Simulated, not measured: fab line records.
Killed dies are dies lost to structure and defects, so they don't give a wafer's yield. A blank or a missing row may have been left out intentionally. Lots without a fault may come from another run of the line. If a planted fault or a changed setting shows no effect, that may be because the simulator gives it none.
Chamber matching + flow nand-harc + NHARC_A_M0_DEP_32 on pecvd-03: 3 sister chambers
The step deposits SiCN, target thk 30 nm. 14 wafers are shown with their chamber, then 7 later ones without.

## EACH WAFER AND ITS CHAMBER
| wafer  | chamber | heater-power-w (W) |
|--------|---------|--------------------|
| L421.1 | 2       | 598                |
| L421.4 | 0       | 395                |
| L421.5 | 2       | 607                |
| L423.2 | 0       | 417                |
| L423.3 | 2       | 632                |
| L423.4 | 0       | 414                |
| L425.1 | 0       | 467                |
| L425.3 | 1       | 522                |
| L425.5 | 0       | 488                |
| L427.4 | 2       | 558                |
| L427.5 | 0       | 387                |
| L427.6 | 1       | 508                |
| L431.2 | 1       | 610                |
| L431.3 | 0       | 465                |

SIGNATURES, as means of the wafers listed above
| reading        | chamber 0 | chamber 1 | chamber 2 | scatter within a chamber |
|----------------|-----------|-----------|-----------|--------------------------|
| heater-power-w | 433.29    | 546.67    | 598.75    | 40.8                     |
Rule: a wafer lies at a distance from a chamber equal to the root of the sum of squares, over the readings, of (its reading less the chamber's mean, divided by the reading's scatter). The wafer belongs to the nearest chamber; if the next one is less than 2 further off, it can't be placed. The scatter: the root of (the sum of the squares of (reading less its chamber's mean) over the shown wafers, divided by (wafers less chambers)).

## WAFERS WHOSE CHAMBER IS MISSING
| wafer  | heater-power-w (W) |
|--------|--------------------|
| L431.6 | 600                |
| L432.2 | 419                |
| L432.3 | 544                |
| L432.4 | 541                |
| L441.1 | 638                |
| L441.4 | 388                |
| L441.5 | 614                |

## WHICH CHAMBER EACH WENT THROUGH
| wafer  | from the rows above     | in truth |
|--------|-------------------------|----------|
| L431.6 | can't be placed: 2 or 1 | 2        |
| L432.2 | 0                       | 0        |
| L432.3 | can't be placed: 1 or 2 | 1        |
| L432.4 | can't be placed: 1 or 2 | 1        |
| L441.1 | can't be placed: 2 or 1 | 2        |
| L441.4 | 0                       | 0        |
| L441.5 | can't be placed: 2 or 1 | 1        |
Correctly placed: 2 of 7. Cannot be placed on the basis of these rows: 5; the candidates contain the true chamber in 5. Wrongly placed: 0.
